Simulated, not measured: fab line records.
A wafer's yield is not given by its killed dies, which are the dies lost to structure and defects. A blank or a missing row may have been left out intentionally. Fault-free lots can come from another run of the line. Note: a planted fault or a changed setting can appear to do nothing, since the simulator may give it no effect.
Split-lot experiment + flow n5-finfet + 21 wafers read across 7 lots, on a route 1938 steps long

## ON THE SPLIT
At N5_BEOL_M6_ETCH_62 (etches SOC in N2/H2, target depth 110 nm, overetch 22 nm, time 165 s), the setting time-s was moved away from the recipe's 165 s on 5 of the 21 wafers read, by -10.4% to +21.9%. All remaining wafers had this setting at the recipe value.

The split's own step is where the reading is taken.

## THE READING
SiARC_of_BEOL_M6_COAT_60.thk-nm (the simulator's own value, which no gauge read), in nm, at N5_BEOL_M6_ETCH_62 (etches SOC in N2/H2, target depth 110 nm, overetch 22 nm, time 165 s). The file does not state a usual value for it. Across the 16 wafers here that went through the recipe, the average is 28.2 nm and the standard deviation 0.34 nm.

| wafer  | tool, chamber at the split | time-s as run, s | against the recipe | SiARC_of_BEOL_M6_COAT_60.thk-nm, nm | against lot-mates on the recipe |
|--------|----------------------------|------------------|--------------------|-------------------------------------|---------------------------------|
| L083.1 | rie-diel-01, 2,3,3         | 165              | recipe             | 28.2                                | -                               |
| L083.2 | rie-diel-01, 2,3,3         | 165              | recipe             | 28.2                                | -                               |
| L083.6 | rie-diel-01, 2,3,3         | 165              | recipe             | 28.2                                | -                               |
| L084.1 | rie-diel-01, 2             | 165              | recipe             | 27.4                                | -                               |
| L084.5 | rie-diel-01, 1,2           | 165              | recipe             | 28.2                                | -                               |
| L084.6 | rie-diel-01, 1,2           | 165              | recipe             | 28.2                                | -                               |
| L085.1 | rie-diel-05, 2             | 165              | recipe             | 28.2                                | -                               |
| L085.2 | rie-diel-05, 0             | 165              | recipe             | 28.4                                | -                               |
| L085.4 | rie-diel-05, 3             | 147.8            | -10.4%             | 29                                  | +0.7                            |
| L089.3 | rie-diel-05, 1             | 165              | recipe             | 28.2                                | -                               |
| L089.6 | rie-diel-05, 1             | 165              | recipe             | 28.2                                | -                               |
| L089.4 | rie-diel-05, 0             | 165              | recipe             | 28.4                                | -                               |
| L090.2 | rie-diel-01, 3             | 201.2            | +21.9%             | 26.4                                | -1.2                            |
| L090.4 | rie-diel-01, 0             | 165              | recipe             | 27.6                                | -                               |
| L090.5 | rie-diel-01, 3             | 201.2            | +21.9%             | 26.8                                | -0.8                            |
| L092.1 | rie-diel-05, 0,3           | 165              | recipe             | 28.4                                | -                               |
| L092.3 | rie-diel-05, 0,3           | 165              | recipe             | 28.4                                | -                               |
| L092.5 | rie-diel-05, 3             | 185.3            | +12.3%             | 27.6                                | -0.8                            |
| L095.2 | rie-diel-06, 0             | 196.8            | +19.3%             | 27                                  | -1.7                            |
| L095.5 | rie-diel-06, 3             | 165              | recipe             | 28.4                                | -                               |
| L095.6 | rie-diel-06, 1             | 165              | recipe             | 29                                  | -                               |
Rows listing several chambers each stand for several wafers; the file does not say which wafer went through which chamber.

FIT RESULTS
A straight line over all 21 wafers: SiARC_of_BEOL_M6_COAT_60.thk-nm changes by -0.0699 nm for each +1% of time-s; r = -0.88; the points scatter about the line by 0.32 nm.
The same after taking each lot's own level away (the mean of its wafers on the recipe; 21 wafers): -0.0589 nm for each +1%; r = -0.89; scatter 0.26 nm.
According to that fit, moving time-s by its largest amount changes the reading by 1.3 nm.
Across the lots, their own levels run from 27.60 to 28.70 nm, a range of 3.3 times the standard deviation given above.
Hence the slope depends on the lot-to-lot level, as the two fits are not the same.
Check: for one of the wafers moved furthest among these (+21.9%), held out of the fit, the line's prediction against its lot-mates is -1.33 nm. It came out at -1.2 nm against them.

## OTHER SPLITS ON THESE WAFERS
Before the reading, these wafers also passed through other splits. Each is held against what the fit with the lots' levels taken away leaves over:
| other split on the same wafers | wafers away from the commonest value | r with SiARC_of_BEOL_M6_COAT_60.thk-nm (lot level and that fit taken away) |
|--------------------------------|--------------------------------------|----------------------------------------------------------------------------|
| N5_BEOL_M6_COAT_60 spin-rpm    | 4                                    | -0.40                                                                      |

## THE WHOLE CHAIN: every reading that the file lists as answering this split, in the file's order
| step                  | what it does                                                         | reading                                                                          | change (the file's fit)                                                              | r (the file's) |
|-----------------------|----------------------------------------------------------------------|----------------------------------------------------------------------------------|--------------------------------------------------------------------------------------|----------------|
| N5_BEOL_M6_ETCH_62    | etches SOC in N2/H2, target depth 110 nm, overetch 22 nm, time 165 s | SiARC_of_BEOL_M6_COAT_60.thk-nm (the simulator's own value, which no gauge read) | -0.0646 nm for each +1% of the setting                                               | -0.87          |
| N5_BEOL_M6_HM_OPEN_17 | chemistry Cl2/BCl3, target TiN, target depth 20 nm, overetch 6 nm    | etch.depth-nm (the simulator's own value, which no gauge read)                   | not straight: 20.22 at the lowest setting, 20.01 at the recipe, 16.58 at the highest | not given      |

## FILE'S OWN FIT
SiARC_of_BEOL_M6_COAT_60.thk-nm changes by -0.0646 nm for each +1% of time-s, r = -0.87.
